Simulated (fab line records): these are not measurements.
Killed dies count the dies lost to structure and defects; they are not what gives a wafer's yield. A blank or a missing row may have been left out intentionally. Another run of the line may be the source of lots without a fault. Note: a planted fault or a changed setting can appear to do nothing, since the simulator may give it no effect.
fab line records :: flow n5_finfet
record
  lots=5
  wafers=15
  last_day=19
route steps=1938 shown HKMG_FIN@407 BEOL_M4@1111
lots untouched by any fault: they come from a run of this same line in which no faults occurred
start_h: the number of hours between the record's first day and the start of the first shown wafer of the lot :: wait_h: hours since the lot's step before :: " unchanged from the row above :: L1.1+2: one row covering several wafers at once :: - either no value or no given start :: * or withheld: withheld :: < > ~ a bound
route shown NAME@n: NAME is a module with steps in the file, n the number in the route of the first one :: usual: average and standard deviation across the fault-free wafers :: same: alike in all rows :: chamber/n: place in a boat :: sites: each site's reading :: _std_site: how widely they spread, as a standard deviation :: _edge_site: mean of outer sites minus mean of inner sites :: radius_mm: for every site, how far away it sits from the centre of the wafer :: mask NAME#n: copy n :: behind: tool/chamber where the wafer was last shaped :: hold: reason for holding the lot/hours on hold/outcome of the hold :: device: the transistor (n, p or np) that didn't switch :: end of line: tests run on the same wafers once the route is complete :: a step with no rows: only its recipe :: killed: count of dies lost to structure and defects at first sort (not the wafer's yield) :: map: a wafer's dies, marking killed ones x, the rest . and places with no die _
set.NAME: the setting the step ran with; set.NAME@STEP: the setting that earlier step ran with :: model.NAME: the simulator's own value behind a step, which no gauge read
lots seen at some steps along the route; tables by step, rows by wafer
services: the hour from which a tool's chamber was out of use, counted from the record's first day as start_h (under 0 if before that day), plus the number of hours and why
## steps
# step N5_HKMG_FIN_STRIP_93
# recipe
  chemistry=N2/H2
  material=SOC
  time_s=20
  power_w=500
  temp_c=40
  pressure_mtorr=50
  rf_frequency_hz=6e+07
  bias_power_w=8
  h2_frac=0.5
  n2_flow_sccm=300
  h2_flow_sccm=300
# usual
  drypump_motor_current_A=5.6/0.53
  oes_product_au=0.78/0.08
  rf_vpp_V=54.2/0.79
  showerhead_plenum_p_Torr=3.35/0.097
  temp_c=40.01/0.12
  throttle_valve_pct=18.7/0.35
lot.wafer: L217.2
tool: rie_diel-05
chamber: 3
start_h: 78.43
wait_h: 0.2
drypump_motor_current_A: 5.3
oes_product_au: 0.64
rf_hours_counter_h: 245
rf_vpp_V: 54.4
showerhead_plenum_p_Torr: 3.30
temp_c: 40.19
throttle_valve_pct: 19.4

lot.wafer: L217.4
tool: rie_diel-05
chamber: 0
start_h: 78.43
wait_h: 0.2
drypump_motor_current_A: 5.3
oes_product_au: 0.82
rf_hours_counter_h: 78
rf_vpp_V: 54.2
showerhead_plenum_p_Torr: 3.39
temp_c: 40.15
throttle_valve_pct: 18.5

lot.wafer: L217.5
tool: rie_diel-05
chamber: 3
start_h: 78.43
wait_h: 0.2
drypump_motor_current_A: 5.3
oes_product_au: 0.65
rf_hours_counter_h: -
rf_vpp_V: 54.4
showerhead_plenum_p_Torr: 3.30
temp_c: 40.07
throttle_valve_pct: 19.4

lot.wafer: L219.1
tool: rie_diel-01
chamber: 3
start_h: 93.23
wait_h: 0.2
drypump_motor_current_A: 5.7
oes_product_au: 0.89
rf_hours_counter_h: 35
rf_vpp_V: 54.5
showerhead_plenum_p_Torr: 3.31
temp_c: 40.03
throttle_valve_pct: 18.5

lot.wafer: L219.2
tool: rie_diel-01
chamber: 0
start_h: 93.23
wait_h: 0.2
drypump_motor_current_A: 5.5
oes_product_au: 0.73
rf_hours_counter_h: 167
rf_vpp_V: 53.4
showerhead_plenum_p_Torr: 3.36
temp_c: 40.04
throttle_valve_pct: 18.8

lot.wafer: L219.4
tool: rie_diel-01
chamber: 1
start_h: 93.23
wait_h: 0.2
drypump_motor_current_A: 5.1
oes_product_au: 0.75
rf_hours_counter_h: 138
rf_vpp_V: 53.3
showerhead_plenum_p_Torr: 3.56
temp_c: 40.04
throttle_valve_pct: 19.5

lot.wafer: L227.4
tool: rie_diel-05
chamber: 3
start_h: 137.47
wait_h: 0.2
drypump_motor_current_A: 5.2
oes_product_au: 0.95
rf_hours_counter_h: 5
rf_vpp_V: 54.2
showerhead_plenum_p_Torr: 3.30
temp_c: 39.85
throttle_valve_pct: 19.0

lot.wafer: L227.5
tool: rie_diel-05
chamber: 2
start_h: 137.47
wait_h: 0.2
drypump_motor_current_A: 5.4
oes_product_au: 0.78
rf_hours_counter_h: -
rf_vpp_V: 54.5
showerhead_plenum_p_Torr: 3.36
temp_c: 39.96
throttle_valve_pct: 18.5

lot.wafer: L227.6
tool: rie_diel-05
chamber: 3
start_h: 137.47
wait_h: 0.2
drypump_motor_current_A: 5.3
oes_product_au: 0.95
rf_hours_counter_h: -
rf_vpp_V: 55.5
showerhead_plenum_p_Torr: 3.30
temp_c: 39.99
throttle_valve_pct: 19.0

lot.wafer: L232.1
tool: rie_diel-04
chamber: 0
start_h: 166.44
wait_h: 0.2
drypump_motor_current_A: 5.8
oes_product_au: 0.69
rf_hours_counter_h: 221
rf_vpp_V: 53.2
showerhead_plenum_p_Torr: 3.29
temp_c: 40.01
throttle_valve_pct: 18.6

lot.wafer: L232.3
tool: rie_diel-04
chamber: 1
start_h: 166.44
wait_h: 0.2
drypump_motor_current_A: 6.4
oes_product_au: 0.90
rf_hours_counter_h: 28
rf_vpp_V: 54.5
showerhead_plenum_p_Torr: 3.44
temp_c: 39.92
throttle_valve_pct: 19.1

lot.wafer: L232.6
tool: rie_diel-04
chamber: 3
start_h: 166.44
wait_h: 0.2
drypump_motor_current_A: 6.5
oes_product_au: 0.74
rf_hours_counter_h: -
rf_vpp_V: 53.6
showerhead_plenum_p_Torr: 3.45
temp_c: 40.08
throttle_valve_pct: 18.8

lot.wafer: L235.2
tool: rie_diel-01
chamber: 3
start_h: 183.77
wait_h: 0.2
drypump_motor_current_A: 5.6
oes_product_au: 0.86
rf_hours_counter_h: 58
rf_vpp_V: 54.6
showerhead_plenum_p_Torr: 3.30
temp_c: 40.23
throttle_valve_pct: 18.5

lot.wafer: L235.3
tool: rie_diel-01
chamber: 0
start_h: 183.77
wait_h: 0.2
drypump_motor_current_A: 5.5
oes_product_au: 0.71
rf_hours_counter_h: 190
rf_vpp_V: 53.7
showerhead_plenum_p_Torr: 3.34
temp_c: 40.28
throttle_valve_pct: 18.9

lot.wafer: L235.4
tool: rie_diel-01
chamber: 2
start_h: 183.77
wait_h: 0.2
drypump_motor_current_A: 5.2
oes_product_au: 0.70
rf_hours_counter_h: 231
rf_vpp_V: 54.1
showerhead_plenum_p_Torr: 3.17
temp_c: 39.99
throttle_valve_pct: 18.4
# step N5_HKMG_FIN_WET_ETCH_76
# recipe
  chemistry=dNH4OH
  mix=1:50
  temp_c=25
  target=Al2O3
  stop_on=La2O3
  target_depth_nm=2.25
  dry=ipa_marangoni
  rinse_time_s=30
  rinse_temp_c=23
# step N5_HKMG_FIN_STRIP_60
# recipe
  chemistry=N2/H2
  power_w=2500
  temp_c=300
  h2_frac=0.65
  time_s=360
  pressure_mtorr=withheld
  n2_flow_sccm=1750
  h2_flow_sccm=3250
# usual
  drypump_motor_current_A=5.52/0.2
  heater_power_w=449/58
  temp_c=300.00/0.19
lot.wafer: L217.2
tool: plasma_asher-01
chamber: 0
start_h: 78.58
wait_h: 0.0
drypump_motor_current_A: 5.24
heater_power_w: 393
rf_hours_counter_h: 96
temp_c: 299.83

lot.wafer: L217.4
tool: plasma_asher-01
chamber: 1
start_h: 78.58
wait_h: 0.0
drypump_motor_current_A: 5.53
heater_power_w: 527
rf_hours_counter_h: -
temp_c: 299.86

lot.wafer: L217.5
tool: plasma_asher-01
chamber: 1
start_h: 78.58
wait_h: 0.0
drypump_motor_current_A: 5.54
heater_power_w: 526
rf_hours_counter_h: -
temp_c: 299.85

lot.wafer: L219.1
tool: plasma_asher-02
chamber: 0
start_h: 93.39
wait_h: 0.0
drypump_motor_current_A: 5.63
heater_power_w: 439
rf_hours_counter_h: 40
temp_c: 300.16

lot.wafer: L219.2
tool: plasma_asher-02
chamber: 1
start_h: 93.39
wait_h: 0.0
drypump_motor_current_A: 5.83
heater_power_w: 444
rf_hours_counter_h: 40
temp_c: 299.94

lot.wafer: L219.4
tool: plasma_asher-02
chamber: 0
start_h: 93.39
wait_h: 0.0
drypump_motor_current_A: 5.63
heater_power_w: 425
rf_hours_counter_h: -
temp_c: 300.09

lot.wafer: L227.4
tool: plasma_asher-02
chamber: 1
start_h: 137.75
wait_h: 0.1
drypump_motor_current_A: 5.84
heater_power_w: 434
rf_hours_counter_h: -
temp_c: 299.91

lot.wafer: L227.5
tool: plasma_asher-02
chamber: 1
start_h: 137.75
wait_h: 0.1
drypump_motor_current_A: 5.85
heater_power_w: 430
rf_hours_counter_h: -
temp_c: 299.78

lot.wafer: L227.6
tool: plasma_asher-02
chamber: 0
start_h: 137.75
wait_h: 0.1
drypump_motor_current_A: 5.64
heater_power_w: 433
rf_hours_counter_h: -
temp_c: 299.72

lot.wafer: L232.1
tool: plasma_asher-01
chamber: 0
start_h: 166.59
wait_h: 0.0
drypump_motor_current_A: 5.29
heater_power_w: 382
rf_hours_counter_h: 113
temp_c: 300.16

lot.wafer: L232.3
tool: plasma_asher-01
chamber: 1
start_h: 166.59
wait_h: 0.0
drypump_motor_current_A: 5.53
heater_power_w: 534
rf_hours_counter_h: -
temp_c: 300.37

lot.wafer: L232.6
tool: plasma_asher-01
chamber: 1
start_h: 166.59
wait_h: 0.0
drypump_motor_current_A: 5.54
heater_power_w: 526
rf_hours_counter_h: -
temp_c: 300.18

lot.wafer: L235.2
tool: plasma_asher-02
chamber: 0
start_h: 183.92
wait_h: 0.0
drypump_motor_current_A: 5.68
heater_power_w: 441
rf_hours_counter_h: 54
temp_c: 299.97

lot.wafer: L235.3
tool: plasma_asher-02
chamber: 1
start_h: 183.92
wait_h: 0.0
drypump_motor_current_A: 5.84
heater_power_w: 429
rf_hours_counter_h: -
temp_c: 300.16

lot.wafer: L235.4
tool: plasma_asher-02
chamber: 0
start_h: 183.92
wait_h: 0.0
drypump_motor_current_A: 5.65
heater_power_w: 428
rf_hours_counter_h: -
temp_c: 300.18
# step N5_HKMG_FIN_WET_ETCH_77
# recipe
  chemistry=dHCl
  mix=1:10000
  temp_c=25
  target=La2O3
  stop_on=HfO2
  target_depth_nm=2
# step N5_HKMG_FIN_WET_ETCH_78
# recipe
  chemistry=dNH4OH
  mix=1:50
  temp_c=25
  target=Al2O3
  stop_on=La2O3
  target_depth_nm=4.5
  dry=ipa_marangoni
  rinse_time_s=30
  rinse_temp_c=23
# step N5_HKMG_FIN_ALD_79
# recipe
  material=TiN
  target_thk_a=15
  temp_c=400
  ald_precursor_family=TiCl4
  ald_co_reactant=NH3
  pulse_time_s=1
  purge_time_s=3
  co_reactant_purge_time_s=2
  co_reactant_pulse_time_s=2
  ald_cycles=68
  pressure_torr=3
# usual
  ald_cycles=68/0
  heater_power_w=893/83
  precursor_pulse_height_rel=1.001/0.02
# same
  co_reactant_purge_time_s=2
lot.wafer: L217.2
tool: ald_metal-04
chamber: 3
start_h: 79.07
wait_h: 0.0
ald_cycles: 68
heater_power_w: 992
precursor_pulse_height_rel: 0.986

lot.wafer: L217.4
tool: ald_metal-04
chamber: 2
start_h: 79.07
wait_h: 0.0
ald_cycles: 68
heater_power_w: 885
precursor_pulse_height_rel: 1.021

lot.wafer: L217.5
tool: ald_metal-04
chamber: 3
start_h: 79.07
wait_h: 0.0
ald_cycles: 68
heater_power_w: 1017
precursor_pulse_height_rel: 1.017

lot.wafer: L219.1
tool: ald_metal-04
chamber: 3
start_h: 93.94
wait_h: 0.0
ald_cycles: 68
heater_power_w: 1004
precursor_pulse_height_rel: 0.998

lot.wafer: L219.2
tool: ald_metal-04
chamber: 1
start_h: 93.94
wait_h: 0.0
ald_cycles: 68
heater_power_w: 772
precursor_pulse_height_rel: 0.975

lot.wafer: L219.4
tool: ald_metal-04
chamber: 0
start_h: 93.94
wait_h: 0.0
ald_cycles: 68
heater_power_w: 914
precursor_pulse_height_rel: 0.996

lot.wafer: L227.4
tool: ald_metal-04
chamber: 0
start_h: 138.12
wait_h: 0.0
ald_cycles: 68
heater_power_w: 898
precursor_pulse_height_rel: 0.983

lot.wafer: L227.5
tool: ald_metal-04
chamber: 0
start_h: 138.12
wait_h: 0.0
ald_cycles: 68
heater_power_w: 904
precursor_pulse_height_rel: 1.037

lot.wafer: L227.6
tool: ald_metal-04
chamber: 3
start_h: 138.12
wait_h: 0.0
ald_cycles: 68
heater_power_w: 1027
precursor_pulse_height_rel: 1.024

lot.wafer: L232.1
tool: ald_metal-04
chamber: 0
start_h: 167.08
wait_h: 0.0
ald_cycles: 68
heater_power_w: 915
precursor_pulse_height_rel: 0.982

lot.wafer: L232.3
tool: ald_metal-04
chamber: 1
start_h: 167.08
wait_h: 0.0
ald_cycles: 68
heater_power_w: 772
precursor_pulse_height_rel: 0.987

lot.wafer: L232.6
tool: ald_metal-04
chamber: 0
start_h: 167.08
wait_h: 0.0
ald_cycles: 68
heater_power_w: 893
precursor_pulse_height_rel: 1.009

lot.wafer: L235.2
tool: ald_metal-04
chamber: 3
start_h: 184.41
wait_h: 0.0
ald_cycles: 68
heater_power_w: 1024
precursor_pulse_height_rel: 1.021

lot.wafer: L235.3
tool: ald_metal-04
chamber: 2
start_h: 184.41
wait_h: 0.0
ald_cycles: 68
heater_power_w: 881
precursor_pulse_height_rel: 0.989

lot.wafer: L235.4
tool: ald_metal-04
chamber: 0
start_h: 184.41
wait_h: 0.0
ald_cycles: 68
heater_power_w: 900
precursor_pulse_height_rel: 1.019
# step N5_HKMG_FIN_CVD_62
# recipe
  material=a-Si
  target_thk_a=30
  temp_c=500
  precursor=Si2H6
  pressure_torr=1
  time_s=20.8
# usual
  heater_power_w=1440/160
lot.wafer: L217.2
tool: thermal_cvd_si-01
chamber: 1
start_h: 79.43
wait_h: 0.2
heater_power_w: 1602

lot.wafer: L217.4
tool: thermal_cvd_si-01
chamber: 0
start_h: 79.43
wait_h: 0.2
heater_power_w: 1491

lot.wafer: L217.5
tool: thermal_cvd_si-01
chamber: 2
start_h: 79.43
wait_h: 0.2
heater_power_w: 1145

lot.wafer: L219.1
tool: thermal_cvd_si-01
chamber: 2
start_h: 94.30
wait_h: 0.2
heater_power_w: 1129

lot.wafer: L219.2
tool: thermal_cvd_si-01
chamber: 1
start_h: 94.30
wait_h: 0.2
heater_power_w: 1596

lot.wafer: L219.4
tool: thermal_cvd_si-01
chamber: 0
start_h: 94.30
wait_h: 0.2
heater_power_w: 1522

lot.wafer: L227.4
tool: thermal_cvd_si-01
chamber: 1
start_h: 138.53
wait_h: 0.2
heater_power_w: 1595

lot.wafer: L227.5
tool: thermal_cvd_si-01
chamber: 0
start_h: 138.53
wait_h: 0.2
heater_power_w: 1553

lot.wafer: L227.6
tool: thermal_cvd_si-01
chamber: 2
start_h: 138.53
wait_h: 0.2
heater_power_w: 1120

lot.wafer: L232.1
tool: thermal_cvd_si-02
chamber: 2
start_h: 167.44
wait_h: 0.2
heater_power_w: 1402

lot.wafer: L232.3
tool: thermal_cvd_si-02
chamber: 1
start_h: 167.44
wait_h: 0.2
heater_power_w: 1577

lot.wafer: L232.6
tool: thermal_cvd_si-02
chamber: 1
start_h: 167.44
wait_h: 0.2
heater_power_w: 1565

lot.wafer: L235.2
tool: thermal_cvd_si-01
chamber: 1
start_h: 184.77
wait_h: 0.2
heater_power_w: 1588

lot.wafer: L235.3
tool: thermal_cvd_si-01
chamber: 2
start_h: 184.77
wait_h: 0.2
heater_power_w: 1137

lot.wafer: L235.4
tool: thermal_cvd_si-01
chamber: 1
start_h: 184.77
wait_h: 0.2
heater_power_w: 1616
# step N5_HKMG_FIN_RTA_80
# recipe
  temp_c=withheld
  time_s=2
  ambient=N2
  idle_temp_c=600
  ramp_up_c_per_s=150
  ramp_down_c_per_s=60
  cool_to_c=600
# step N5_HKMG_FIN_PRECLEAN_64
# recipe
  chemistry=dHF
  time_s=30
  temp_c=25
  dilution=withheld
# step N5_HKMG_FIN_WET_ETCH_65
# recipe
  chemistry=TMAH
  temp_c=70
  conc_wt_pct=5
  target=a-Si
  stop_on=TiN
  time_s=49
  target_depth_nm=3
# step N5_HKMG_FIN_WET_ETCH_81
# recipe
  chemistry=SC1
  target=TiN
  stop_on=HfO2
  mix=1:1:5
  temp_c=60
  time_s=57
  target_depth_nm=6
# step N5_HKMG_FIN_WET_ETCH_82
# recipe
  chemistry=dHCl
  mix=1:10000
  temp_c=25
  target=La2O3
  stop_on=HfO2
  target_depth_nm=2
  dry=ipa_marangoni
  rinse_time_s=30
  rinse_temp_c=23
# step N5_HKMG_FIN_ALD_36
# recipe
  material=TiN
  target_thk_a=10
  temp_c=400
  ald_precursor_family=TiCl4
  ald_co_reactant=NH3
  pulse_time_s=1
  purge_time_s=3
  co_reactant_purge_time_s=2
  co_reactant_pulse_time_s=2
  ald_cycles=47
  pressure_torr=3
# usual
  ald_cycles=47/0
  heater_power_w=892/83
  precursor_pulse_height_rel=0.999/0.019
# same
  co_reactant_purge_time_s=2
lot.wafer: L217.2
tool: ald_metal-03
chamber: 0
start_h: 79.83
wait_h: 0.0
ald_cycles: 47
heater_power_w: 797
precursor_pulse_height_rel: 0.971

lot.wafer: L217.4
tool: ald_metal-03
chamber: 3
start_h: 79.83
wait_h: 0.0
ald_cycles: 47
heater_power_w: 915
precursor_pulse_height_rel: 0.991

lot.wafer: L217.5
tool: ald_metal-03
chamber: 0
start_h: 79.83
wait_h: 0.0
ald_cycles: 47
heater_power_w: 801
precursor_pulse_height_rel: 1.016

lot.wafer: L219.1
tool: ald_metal-03
chamber: 3
start_h: 94.79
wait_h: 0.0
ald_cycles: 47
heater_power_w: 914
precursor_pulse_height_rel: 0.984

lot.wafer: L219.2
tool: ald_metal-03
chamber: 1
start_h: 94.79
wait_h: 0.0
ald_cycles: 47
heater_power_w: 842
precursor_pulse_height_rel: 1.013

lot.wafer: L219.4
tool: ald_metal-03
chamber: 2
start_h: 94.79
wait_h: 0.0
ald_cycles: 47
heater_power_w: 923
precursor_pulse_height_rel: 1.017

lot.wafer: L227.4
tool: ald_metal-03
chamber: 1
start_h: 138.88
wait_h: 0.0
ald_cycles: 50
heater_power_w: 842
precursor_pulse_height_rel: 1.010

lot.wafer: L227.5
tool: ald_metal-03
chamber: 1
start_h: 138.88
wait_h: 0.0
ald_cycles: 47
heater_power_w: 829
precursor_pulse_height_rel: 0.990

lot.wafer: L227.6
tool: ald_metal-03
chamber: 0
start_h: 138.88
wait_h: 0.0
ald_cycles: 47
heater_power_w: 825
precursor_pulse_height_rel: 1.018

lot.wafer: L232.1
tool: ald_metal-02
chamber: 2
start_h: 167.92
wait_h: 0.0
ald_cycles: 47
heater_power_w: 743
precursor_pulse_height_rel: 1.014

lot.wafer: L232.3
tool: ald_metal-02
chamber: 0
start_h: 167.92
wait_h: 0.0
ald_cycles: 47
heater_power_w: 983
precursor_pulse_height_rel: 1.002

lot.wafer: L232.6
tool: ald_metal-02
chamber: 0
start_h: 167.92
wait_h: 0.0
ald_cycles: 47
heater_power_w: 975
precursor_pulse_height_rel: 1.000

lot.wafer: L235.2
tool: ald_metal-04
chamber: 2
start_h: 185.35
wait_h: 0.0
ald_cycles: 47
heater_power_w: 891
precursor_pulse_height_rel: 1.013

lot.wafer: L235.3
tool: ald_metal-04
chamber: 0
start_h: 185.35
wait_h: 0.0
ald_cycles: 47
heater_power_w: 896
precursor_pulse_height_rel: 0.989

lot.wafer: L235.4
tool: ald_metal-04
chamber: 3
start_h: 185.35
wait_h: 0.0
ald_cycles: 47
heater_power_w: 1004
precursor_pulse_height_rel: 1.001
# step N5_HKMG_FIN_THK_MEAS_70
# recipe
  thk_meas_gauge=xrf
  reads=HfO2_of_HKMG_FIN_HK_ALD_01
# usual
  HK_THK=1.621/0.02
lot.wafer: L217.2
tool: film_metro-01
chamber: -
start_h: 80.12
wait_h: 0.2
HK_THK[nm]: 1.613

lot.wafer: L217.4
tool: film_metro-01
chamber: -
start_h: 80.12
wait_h: 0.2
HK_THK[nm]: 1.615

lot.wafer: L217.5
tool: film_metro-01
chamber: -
start_h: 80.12
wait_h: 0.2
HK_THK[nm]: 1.574

lot.wafer: L219.1
tool: film_metro-01
chamber: -
start_h: 95.07
wait_h: 0.2
HK_THK[nm]: 1.598

lot.wafer: L219.2
tool: film_metro-01
chamber: -
start_h: 95.07
wait_h: 0.2
HK_THK[nm]: 1.616

lot.wafer: L219.4
tool: film_metro-01
chamber: -
start_h: 95.07
wait_h: 0.2
HK_THK[nm]: 1.604

lot.wafer: L227.4
tool: film_metro-01
chamber: -
start_h: 139.16
wait_h: 0.2
HK_THK[nm]: 1.617

lot.wafer: L227.5
tool: film_metro-01
chamber: -
start_h: 139.16
wait_h: 0.2
HK_THK[nm]: 1.594

lot.wafer: L227.6
tool: film_metro-01
chamber: -
start_h: 139.16
wait_h: 0.2
HK_THK[nm]: 1.613

lot.wafer: L232.1
tool: film_metro-02
chamber: -
start_h: 168.20
wait_h: 0.2
HK_THK[nm]: 1.627

lot.wafer: L232.3
tool: film_metro-02
chamber: -
start_h: 168.20
wait_h: 0.2
HK_THK[nm]: 1.574

lot.wafer: L232.6
tool: film_metro-02
chamber: -
start_h: 168.20
wait_h: 0.2
HK_THK[nm]: 1.621

lot.wafer: L235.2
tool: film_metro-02
chamber: -
start_h: 185.63
wait_h: 0.2
HK_THK[nm]: 1.595

lot.wafer: L235.3
tool: film_metro-02
chamber: -
start_h: 185.63
wait_h: 0.2
HK_THK[nm]: 1.664

lot.wafer: L235.4
tool: film_metro-02
chamber: -
start_h: 185.63
wait_h: 0.2
HK_THK[nm]: 1.657
# step N5_BEOL_M4_RC_MEAS_101
# usual
  DIBL_N=37.1/2.6
  DIBL_P=38/3
  IOFF_N=0.18/0.052
  IOFF_P=0.25/0.06
  ION_N=678/15
  ION_P=467/8.6
  SS_N=71.7/0.73
  SS_P=73.7/0.89
  VT_N=249/4.3
  VT_P=-248/3.8
lot.wafer: L217.2
tool: prober-02
chamber: 0
start_h: 228.22
wait_h: 0.2
DIBL_N[mV/V]: 37.6
DIBL_P[mV/V]: 40
IOFF_N[nA/um]: 0.20
IOFF_P[nA/um]: 0.25
ION_N[uA/um]: 665
ION_P[uA/um]: 451
SS_N[mV/dec]: 71.6
SS_P[mV/dec]: 74.2
VT_N[mV]: 248
VT_P[mV]: -251

lot.wafer: L217.4
tool: prober-02
chamber: 0
start_h: 228.22
wait_h: 0.2
DIBL_N[mV/V]: 37.6
DIBL_P[mV/V]: 40
IOFF_N[nA/um]: 0.21
IOFF_P[nA/um]: 0.25
ION_N[uA/um]: 683
ION_P[uA/um]: 463
SS_N[mV/dec]: 71.7
SS_P[mV/dec]: 73.8
VT_N[mV]: 244
VT_P[mV]: -249

lot.wafer: L217.5
tool: prober-02
chamber: 0
start_h: 228.22
wait_h: 0.2
DIBL_N[mV/V]: 38.0
DIBL_P[mV/V]: 40
IOFF_N[nA/um]: 0.19
IOFF_P[nA/um]: 0.22
ION_N[uA/um]: 658
ION_P[uA/um]: 446
SS_N[mV/dec]: 72.0
SS_P[mV/dec]: 74.0
VT_N[mV]: 246
VT_P[mV]: -252

lot.wafer: L219.1
tool: prober-01
chamber: 0
start_h: 257.42
wait_h: 0.4
DIBL_N[mV/V]: 34.8
DIBL_P[mV/V]: 35
IOFF_N[nA/um]: 0.14
IOFF_P[nA/um]: 0.21
ION_N[uA/um]: 678
ION_P[uA/um]: 470
SS_N[mV/dec]: 71.3
SS_P[mV/dec]: 73.5
VT_N[mV]: 251
VT_P[mV]: -249

lot.wafer: L219.2
tool: prober-01
chamber: 0
start_h: 257.42
wait_h: 0.4
DIBL_N[mV/V]: 35.0
DIBL_P[mV/V]: 36
IOFF_N[nA/um]: 0.14
IOFF_P[nA/um]: 0.25
ION_N[uA/um]: 658
ION_P[uA/um]: 462
SS_N[mV/dec]: 71.2
SS_P[mV/dec]: 73.7
VT_N[mV]: 250
VT_P[mV]: -244

lot.wafer: L219.4
tool: prober-01
chamber: 0
start_h: 257.42
wait_h: 0.4
DIBL_N[mV/V]: 37.5
DIBL_P[mV/V]: 37
IOFF_N[nA/um]: 0.18
IOFF_P[nA/um]: 0.25
ION_N[uA/um]: 675
ION_P[uA/um]: 458
SS_N[mV/dec]: 72.8
SS_P[mV/dec]: 74.1
VT_N[mV]: 248
VT_P[mV]: -247

lot.wafer: L227.4
tool: prober-02
chamber: 0
start_h: 294.82
wait_h: 0.5
DIBL_N[mV/V]: 28.1
DIBL_P[mV/V]: 29
IOFF_N[nA/um]: 0.07
IOFF_P[nA/um]: 0.13
ION_N[uA/um]: 629
ION_P[uA/um]: 447
SS_N[mV/dec]: 69.9
SS_P[mV/dec]: 71.6
VT_N[mV]: 261
VT_P[mV]: -257

lot.wafer: L227.5
tool: prober-02
chamber: 0
start_h: 294.82
wait_h: 0.5
DIBL_N[mV/V]: 37.7
DIBL_P[mV/V]: 40
IOFF_N[nA/um]: 0.20
IOFF_P[nA/um]: 0.28
ION_N[uA/um]: 686
ION_P[uA/um]: 476
SS_N[mV/dec]: 71.9
SS_P[mV/dec]: 74.0
VT_N[mV]: 246
VT_P[mV]: -247

lot.wafer: L227.6
tool: prober-02
chamber: 0
start_h: 294.82
wait_h: 0.5
DIBL_N[mV/V]: 33.8
DIBL_P[mV/V]: 34
IOFF_N[nA/um]: 0.12
IOFF_P[nA/um]: 0.16
ION_N[uA/um]: 644
ION_P[uA/um]: 448
SS_N[mV/dec]: 71.4
SS_P[mV/dec]: 72.5
VT_N[mV]: 255
VT_P[mV]: -254

lot.wafer: L232.1
tool: prober-01
chamber: 0
start_h: 342.43
wait_h: 0.0
DIBL_N[mV/V]: 41.6
DIBL_P[mV/V]: 44
IOFF_N[nA/um]: 0.31
IOFF_P[nA/um]: 0.41
ION_N[uA/um]: 703
ION_P[uA/um]: 482
SS_N[mV/dec]: 73.3
SS_P[mV/dec]: 74.6
VT_N[mV]: 241
VT_P[mV]: -237

lot.wafer: L232.3
tool: prober-01
chamber: 0
start_h: 342.43
wait_h: 0.0
DIBL_N[mV/V]: 40.9
DIBL_P[mV/V]: 43
IOFF_N[nA/um]: 0.27
IOFF_P[nA/um]: 0.40
ION_N[uA/um]: 697
ION_P[uA/um]: 481
SS_N[mV/dec]: 73.0
SS_P[mV/dec]: 75.1
VT_N[mV]: 242
VT_P[mV]: -242

lot.wafer: L232.6
tool: prober-01
chamber: 0
start_h: 342.43
wait_h: 0.0
DIBL_N[mV/V]: 41.4
DIBL_P[mV/V]: 44
IOFF_N[nA/um]: 0.28
IOFF_P[nA/um]: 0.44
ION_N[uA/um]: 696
ION_P[uA/um]: 476
SS_N[mV/dec]: 72.5
SS_P[mV/dec]: 75.9
VT_N[mV]: 242
VT_P[mV]: -240

lot.wafer: L235.2
tool: prober-01
chamber: 0
start_h: 348.81
wait_h: 0.2
DIBL_N[mV/V]: 38.7
DIBL_P[mV/V]: 41
IOFF_N[nA/um]: 0.21
IOFF_P[nA/um]: 0.26
ION_N[uA/um]: 686
ION_P[uA/um]: 463
SS_N[mV/dec]: 72.1
SS_P[mV/dec]: 74.4
VT_N[mV]: 248
VT_P[mV]: -248

lot.wafer: L235.3
tool: prober-01
chamber: 0
start_h: 348.81
wait_h: 0.2
DIBL_N[mV/V]: 38.3
DIBL_P[mV/V]: 40
IOFF_N[nA/um]: 0.20
IOFF_P[nA/um]: 0.23
ION_N[uA/um]: 684
ION_P[uA/um]: 463
SS_N[mV/dec]: 71.8
SS_P[mV/dec]: 74.2
VT_N[mV]: 245
VT_P[mV]: -250

lot.wafer: L235.4
tool: prober-01
chamber: 0
start_h: 348.81
wait_h: 0.2
DIBL_N[mV/V]: 34.2
DIBL_P[mV/V]: 37
IOFF_N[nA/um]: 0.13
IOFF_P[nA/um]: 0.20
ION_N[uA/um]: 666
ION_P[uA/um]: 464
SS_N[mV/dec]: 70.8
SS_P[mV/dec]: 72.9
VT_N[mV]: 253
VT_P[mV]: -252
## services
tool: ald_metal-03
chamber: 2
start_h: 60.78
hours: 6.9
kind: repair

tool: thermal_cvd_si-02
chamber: -
start_h: 68.17
hours: 6.0
kind: pm

tool: ald_metal-03
chamber: 0
start_h: 85.12
hours: 15.9
kind: repair

tool: ald_metal-04
chamber: 2
start_h: 101.05
hours: 28.4
kind: repair

tool: ald_metal-02
chamber: 2
start_h: 104.99
hours: 4.0
kind: repair

tool: rie_diel-05
chamber: 3
start_h: 105.73
hours: -
kind: clean

tool: rie_diel-05
chamber: 3
start_h: 105.73
hours: -
kind: consumable_replace:focus_ring

tool: rie_diel-05
chamber: 3
start_h: 105.73
hours: 15.2
kind: scheduled_down

tool: rie_diel-05
chamber: 3
start_h: 105.73
hours: 15.2
kind: vent_cycle

tool: plasma_asher-01
chamber: -
start_h: 106.04
hours: 2.8
kind: pm

tool: rie_diel-01
chamber: 1
start_h: 110.94
hours: 3.2
kind: repair

tool: ald_metal-04
chamber: 1
start_h: 113.95
hours: 2.2
kind: repair

tool: plasma_asher-02
chamber: -
start_h: 115.22
hours: 13.2
kind: repair

tool: ald_metal-02
chamber: 3
start_h: 120.42
hours: 5.9
kind: repair

tool: rie_diel-01
chamber: -
start_h: 123.84
hours: 1.0
kind: repair

tool: rie_diel-04
chamber: 0
start_h: 130.04
hours: 8.7
kind: repair

tool: rie_diel-01
chamber: -
start_h: 147.93
hours: 0.5
kind: repair

tool: thermal_cvd_si-02
chamber: 2
start_h: 171.46
hours: 4.5
kind: repair

tool: rie_diel-05
chamber: -
start_h: 177.06
hours: 2.8
kind: pm
## key
first_sign
  step=N5_HKMG_FIN_ALD_36
  reading=ald_cycles
  direction=up
  sigmas=99+
  usual=*
  struck=*
effect none on later readings
met_at N5_HKMG_FIN_ALD_36
struck_wafers L227.4
onset_between 94.79 138.88
fault
  kind=process_parameter_drift
  tool=ald_metal-03
  chamber=-
  onset_h=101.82
  steps=N5_HKMG_FIN_ALD_36
  channel=ald_cycles
  offset=*
  shape=step
  end_h=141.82
  scope=struck_wafers_only
  acts_in=*
  stated=*
